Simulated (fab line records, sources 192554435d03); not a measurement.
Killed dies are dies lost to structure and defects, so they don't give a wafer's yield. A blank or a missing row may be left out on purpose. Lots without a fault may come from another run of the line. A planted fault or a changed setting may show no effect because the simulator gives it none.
Problem report in the 8D (eight disciplines) form, filled by code | flow n5_finfet | the parts of the form that need people (team, actions taken, sign-off) are left out

1. THE PROBLEM
raw_defect_count at N5_BEOL_M13_INSPECT_30 reads a mean of 19.0 on 1 wafer of 1 lot; wafers without a fault read 1.9 with a standard deviation of 1.3. That is +13 standard deviations from the usual mean.
The step: inspects for defects (macro).
First seen on wafer L602.2, day 15 08:37, on defect_inspect-02. The record holds 30 wafers of 10 lots with a number at this step. Rule for "out", or "out of limits": more than 4 standard deviations from the usual mean. The other wafers with a number count as sound.

2. WHAT IT IS AND WHAT IT IS NOT
question                    | is                | is not
which readings at this step | raw_defect_count  | -
which lots                  | L602              | L584, L586, L591, L593, L595, L597, L604, L606, L607
which wafers of those lots  | L602.2            | L602.4, L602.5
read on which gauges        | defect_inspect-02 | defect_inspect-01
when                        | from day 15 08:37 | up to then (20 sound wafers); but 9 sound wafers of L604, L606, L607 came after

3. SUSPECTS, AND WHAT RULES EACH OUT
Counting: a tool at a process step up to the reading stays a suspect if it ran every lot that is out. Sound lots after the first of them don't rule it out here, since some wafers of a struck lot are sound.
- the gauge at N5_BEOL_M13_INSPECT_30: kept. All the wafers that are out were read on defect_inspect-02, and no step on other tools shows them out.
- pvd_sputter-03 at N5_BEOL_M12_SPUTTER_44 (material Ta, target thk 10 nm, time 16.13 s): kept. It ran the lot that is out, L602 (day 15 05:43); its last sound lot up to then is L586 (day 11 04:44).
- rie_diel-05 at N5_BEOL_M13_VIA_ETCH_16 (etches SiOC in C4F8/O2/Ar, target depth 921.7 nm): kept. It ran the lot that is out, L602 (day 15 07:47); its last sound lot up to then is L597 (day 14 03:54).
- plasma_asher-02 at N5_BEOL_M13_STRIP_64 (strips in N2/H2): kept. It ran the lot that is out, L602 (day 15 08:05); its last sound lot up to then is L595 (day 13 06:02).
- Within rie_diel-05 at N5_BEOL_M13_VIA_ETCH_16: the wafers that are out ran in chamber 0; their sound lot-mates ran in chamber 2.
- Within plasma_asher-02 at N5_BEOL_M13_STRIP_64: the wafers that are out ran in chamber 0; their sound lot-mates ran in chamber 1.
Left after counting: pvd_sputter-03 at N5_BEOL_M12_SPUTTER_44, rie_diel-05 at N5_BEOL_M13_VIA_ETCH_16, plasma_asher-02 at N5_BEOL_M13_STRIP_64, defect_inspect-02 at N5_BEOL_M13_INSPECT_30.

4. THE CAUSE (what the simulator had put in)
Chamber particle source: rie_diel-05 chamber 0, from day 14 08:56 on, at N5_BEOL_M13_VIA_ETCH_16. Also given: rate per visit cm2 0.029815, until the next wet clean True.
Counting left 4 suspects, and this tool is among them.

5. THE CHAIN OF EFFECTS, in route order
Each row: a reading whose mean over the struck wafers that have a number lies more than 3 standard deviations from the usual. Only readings for which the record gives a usual standard deviation are gone through. hours: the time from each lot's start at the first step in this table that gives one to its start at this step, as a median over the lots. sigmas: the change in usual standard deviations.
hours | step                   | reading          | usual | on struck wafers | change | sigmas
0     | N5_BEOL_M13_INSPECT_30 | raw_defect_count | 1.9   | 19.0             | +17.1  | +13

6. WHAT WOULD HAVE CAUGHT IT SOONER
In this record the first reading out of limits at a measuring or inspecting step was taken at day 15 08:37, 24 hours after the fault began at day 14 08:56.
Of the tool readings at N5_BEOL_M13_VIA_ETCH_16 for which the record gives a usual standard deviation, none was out on any struck wafer, so an alarm limit of 4 standard deviations on them would not have fired.
All the lots that are out (1) had begun N5_BEOL_M13_VIA_ETCH_16 on rie_diel-05 by day 15 08:37. A hold on the tool at that time would have spared none of them.
